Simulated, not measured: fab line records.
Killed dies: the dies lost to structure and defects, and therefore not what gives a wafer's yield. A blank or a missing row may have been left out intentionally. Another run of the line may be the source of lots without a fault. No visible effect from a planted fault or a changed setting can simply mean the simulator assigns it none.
Split-lot study ; flow n5 finfet ; route with 1938 steps; 7 lots, 39 wafers read

== THE SPLIT ITSELF ==
At N5_FIN_SAQP_ALD_61 (deposits SiO2, target thk 4 nm, pulse time 1 s, purge time 2 s), the setting temp c was moved away from the recipe's 300 C on 18 of the 39 wafers read, by -4.1% to +4.2%. For the rest of the wafers, this setting stayed at what the recipe calls for.

Reading taken at the split's own step.

== THE READING ==
SiO2_of_FIN_SAQP_ALD_61.thk nm (the simulator's own value, which no gauge read), in nm, at N5_FIN_SAQP_ALD_61 (deposits SiO2, target thk 4 nm, pulse time 1 s, purge time 2 s). The file does not state a usual value for it. Average 3.993 nm, standard deviation 0.019 nm, over the 21 wafers here run with the recipe.

wafer;tool, chamber at the split;temp c as run, C;against the recipe;SiO2_of_FIN_SAQP_ALD_61.thk nm, nm;against lot-mates on the recipe
L076.1;ald sin-04, 0;300;recipe;3.986;-
L076.2;ald sin-04, 1;312.5;+4.2%;3.904;-0.105
L076.3;ald sin-04, 2;312.5;+4.2%;3.95;-0.059
L076.4;ald sin-04, 3;312.5;+4.2%;3.915;-0.094
L076.5;ald sin-04, 3;300;recipe;4.006;-
L076.6;ald sin-04, 2;300;recipe;4.034;-
L085.1;ald sin-03, 0;300;recipe;3.98;-
L085.2;ald sin-03, 1;305;+1.7%;3.971;-0.027
L085.3;ald sin-03, 2;305;+1.7%;3.983;-0.015
L085.4;ald sin-03, 3;300;recipe;4.038;-
L085.5;ald sin-03, 1;305;+1.7%;3.952;-0.046
L085.6;ald sin-03, 0;300;recipe;3.977;-
L086.1;ald sin-03, 3;289.1;-3.6%;4.177;+0.194
L086.2;ald sin-03, 2;289.1;-3.6%;4.119;+0.136
L086.3;ald sin-03, 0;289.1;-3.6%;4.127;+0.144
L086.4;ald sin-03, 1;300;recipe;3.996;-
L086.5;ald sin-03, 2;300;recipe;3.971;-
L086.6;ald sin-03, 1;300;recipe;3.983;-
L088.1;ald sin-04, 0;300;recipe;3.995;-
L088.2;ald sin-04, 3;300;recipe;3.978;-
L088.3;ald sin-04, 1;287.8;-4.1%;4.173;+0.193
L088.4;ald sin-04, 3;287.8;-4.1%;4.163;+0.183
L088.5;ald sin-04, 0;300;recipe;3.967;-
L088.6;ald sin-04, 1;287.8;-4.1%;4.178;+0.198
L092.1;ald sin-02, 1;290.5;-3.2%;4.148;+0.162
L092.2;ald sin-02, 3;300;recipe;3.993;-
L092.3;ald sin-02, 0;290.5;-3.2%;4.147;+0.161
L092.4;ald sin-02, 2;300;recipe;3.979;-
L092.5;ald sin-02, 0;290.5;-3.2%;4.127;+0.141
L092.6;ald sin-02, 1;300;recipe;3.986;-
L093.1;ald sin-03, 1;300;recipe;3.997;-
L093.3;ald sin-03, 3;300;recipe;4.02;-
L093.6;ald sin-03, 1;300;recipe;3.991;-
L097.1;ald sin-02, 2;300;recipe;3.993;-
L097.2;ald sin-02, 0;292.8;-2.4%;4.106;+0.112
L097.3;ald sin-02, 1;300;recipe;3.978;-
L097.4;ald sin-02, 0;300;recipe;4.01;-
L097.5;ald sin-02, 2;292.8;-2.4%;4.088;+0.094
L097.6;ald sin-02, 1;292.8;-2.4%;4.089;+0.095

THE FIT
A straight line over all 39 wafers: SiO2_of_FIN_SAQP_ALD_61.thk nm changes by -0.0331 nm for each +1% of temp c; r = -0.93; the points scatter about the line by 0.029 nm.
The same after taking each lot's own level away (the mean of its wafers on the recipe; 39 wafers): -0.036 nm for each +1%; r = -0.95; scatter 0.027 nm.
The reading moves by 0.15 nm for the largest change in temp c, on that fit.
The lots' own levels span 3.9800 to 4.0087 nm, that is 1.5 times the standard deviation above.
The two slopes are in agreement: the lot-to-lot level therefore moves the slope only a little.
Check: for one of the wafers moved furthest among these (+4.2%), held out of the fit, the line's prediction against its lot-mates is -0.138 nm. It came out at -0.105 nm against them.

== THESE WAFERS: OTHER SPLITS ==
These wafers also went through other splits before the reading. Each is held against what the fit with the lots' levels taken away leaves over:
other split on the same wafers;wafers away from the commonest value;r with SiO2_of_FIN_SAQP_ALD_61.thk nm (lot level and that fit taken away)
N5_WELL_APT_EXPOSE_05 dose mj;12;+0.21

== THE FILE'S OWN FIT ==
SiO2_of_FIN_SAQP_ALD_61.thk nm changes by -0.0379 nm for each +1% of temp c, r = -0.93.
